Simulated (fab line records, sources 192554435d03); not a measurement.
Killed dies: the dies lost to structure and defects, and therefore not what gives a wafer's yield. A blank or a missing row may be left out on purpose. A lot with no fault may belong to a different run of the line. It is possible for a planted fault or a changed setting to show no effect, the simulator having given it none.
Chamber matching || flow n5-finfet || rie-diel-01 running N5_BEOL_M15_VIA_ETCH_16: 4 sister chambers
The step etches SiO2 in C4F8/O2/Ar, target depth 1792.2 nm. 14 wafers are shown with their chamber, then 7 later ones without.

== WAFERS, EACH WITH ITS CHAMBER ==
{"wafer": "L119.1", "chamber": 3, "rf-vpp-V (V)": 2178, "drypump-motor-current-A (A)": 6.4, "showerhead-plenum-p-Torr (Torr)": 3.37}
{"wafer": "L119.4", "chamber": 0, "rf-vpp-V (V)": 2222, "drypump-motor-current-A (A)": 5.6, "showerhead-plenum-p-Torr (Torr)": 3.47}
{"wafer": "L119.6", "chamber": 2, "rf-vpp-V (V)": 2248, "drypump-motor-current-A (A)": 5.2, "showerhead-plenum-p-Torr (Torr)": 3.43}
{"wafer": "L122.3", "chamber": 3, "rf-vpp-V (V)": 2179, "drypump-motor-current-A (A)": 6.5, "showerhead-plenum-p-Torr (Torr)": 3.37}
{"wafer": "L122.4", "chamber": 2, "rf-vpp-V (V)": 2247, "drypump-motor-current-A (A)": 5.2, "showerhead-plenum-p-Torr (Torr)": 3.43}
{"wafer": "L122.6", "chamber": 3, "rf-vpp-V (V)": 2177, "drypump-motor-current-A (A)": 6.4, "showerhead-plenum-p-Torr (Torr)": 3.37}
{"wafer": "L123.2", "chamber": 3, "rf-vpp-V (V)": 2177, "drypump-motor-current-A (A)": 6.4, "showerhead-plenum-p-Torr (Torr)": 3.37}
{"wafer": "L123.4", "chamber": 1, "rf-vpp-V (V)": 2241, "drypump-motor-current-A (A)": 4.9, "showerhead-plenum-p-Torr (Torr)": 3.27}
{"wafer": "L123.6", "chamber": 2, "rf-vpp-V (V)": 2245, "drypump-motor-current-A (A)": 5.2, "showerhead-plenum-p-Torr (Torr)": 3.43}
{"wafer": "L125.1", "chamber": 0, "rf-vpp-V (V)": 2222, "drypump-motor-current-A (A)": 5.6, "showerhead-plenum-p-Torr (Torr)": 3.46}
{"wafer": "L125.3", "chamber": 2, "rf-vpp-V (V)": 2247, "drypump-motor-current-A (A)": 5.2, "showerhead-plenum-p-Torr (Torr)": 3.42}
{"wafer": "L125.6", "chamber": 2, "rf-vpp-V (V)": 2246, "drypump-motor-current-A (A)": 5.2, "showerhead-plenum-p-Torr (Torr)": 3.42}
{"wafer": "L131.1", "chamber": 3, "rf-vpp-V (V)": 2178, "drypump-motor-current-A (A)": 6.4, "showerhead-plenum-p-Torr (Torr)": 3.36}
{"wafer": "L131.3", "chamber": 2, "rf-vpp-V (V)": 2245, "drypump-motor-current-A (A)": 5.2, "showerhead-plenum-p-Torr (Torr)": 3.42}

SIGNATURES (averages over the wafers above)
{"reading": "rf-vpp-V", "chamber 0": 2222.00, "chamber 1": 2241.00, "chamber 2": 2246.33, "chamber 3": 2177.80, "scatter within a chamber": 1.01}
{"reading": "drypump-motor-current-A", "chamber 0": 5.600, "chamber 1": 4.900, "chamber 2": 5.200, "chamber 3": 6.420, "scatter within a chamber": 0.0283}
{"reading": "showerhead-plenum-p-Torr", "chamber 0": 3.4650, "chamber 1": 3.2700, "chamber 2": 3.4250, "chamber 3": 3.3680, "scatter within a chamber": 0.00529}
Rule: a wafer's distance from a chamber is the root of the sum, over the readings, of the square of ((its reading less the chamber's mean) divided by the reading's scatter). If the next closest chamber is less than 2 further off than the closest, the wafer can't be placed; otherwise it belongs to the closest. The scatter: take each reading less its chamber's mean, square it, sum over the shown wafers, divide by the number of wafers less the number of chambers, and take the root.

== WAFERS WITHOUT THEIR CHAMBER ==
{"wafer": "L131.5", "rf-vpp-V (V)": 2221, "drypump-motor-current-A (A)": 5.6, "showerhead-plenum-p-Torr (Torr)": 3.45}
{"wafer": "L136.1", "rf-vpp-V (V)": 2179, "drypump-motor-current-A (A)": 6.4, "showerhead-plenum-p-Torr (Torr)": 3.35}
{"wafer": "L136.2", "rf-vpp-V (V)": 2245, "drypump-motor-current-A (A)": 5.2, "showerhead-plenum-p-Torr (Torr)": 3.42}
{"wafer": "L136.3", "rf-vpp-V (V)": 2221, "drypump-motor-current-A (A)": 5.6, "showerhead-plenum-p-Torr (Torr)": 3.45}
{"wafer": "L135.1", "rf-vpp-V (V)": 2244, "drypump-motor-current-A (A)": 5.2, "showerhead-plenum-p-Torr (Torr)": 3.41}
{"wafer": "L135.3", "rf-vpp-V (V)": 2245, "drypump-motor-current-A (A)": 5.2, "showerhead-plenum-p-Torr (Torr)": 3.41}
{"wafer": "L135.5", "rf-vpp-V (V)": 2244, "drypump-motor-current-A (A)": 5.2, "showerhead-plenum-p-Torr (Torr)": 3.41}

== WHICH CHAMBER EACH WENT THROUGH ==
{"wafer": "L131.5", "from the rows above": 0, "in truth": 0}
{"wafer": "L136.1", "from the rows above": 3, "in truth": 3}
{"wafer": "L136.2", "from the rows above": 2, "in truth": 2}
{"wafer": "L136.3", "from the rows above": 0, "in truth": 0}
{"wafer": "L135.1", "from the rows above": 2, "in truth": 2}
{"wafer": "L135.3", "from the rows above": 2, "in truth": 2}
{"wafer": "L135.5", "from the rows above": 2, "in truth": 2}
Correctly placed: 7 of 7. Left unplaced by these rows: 0. Number placed wrongly: 0.
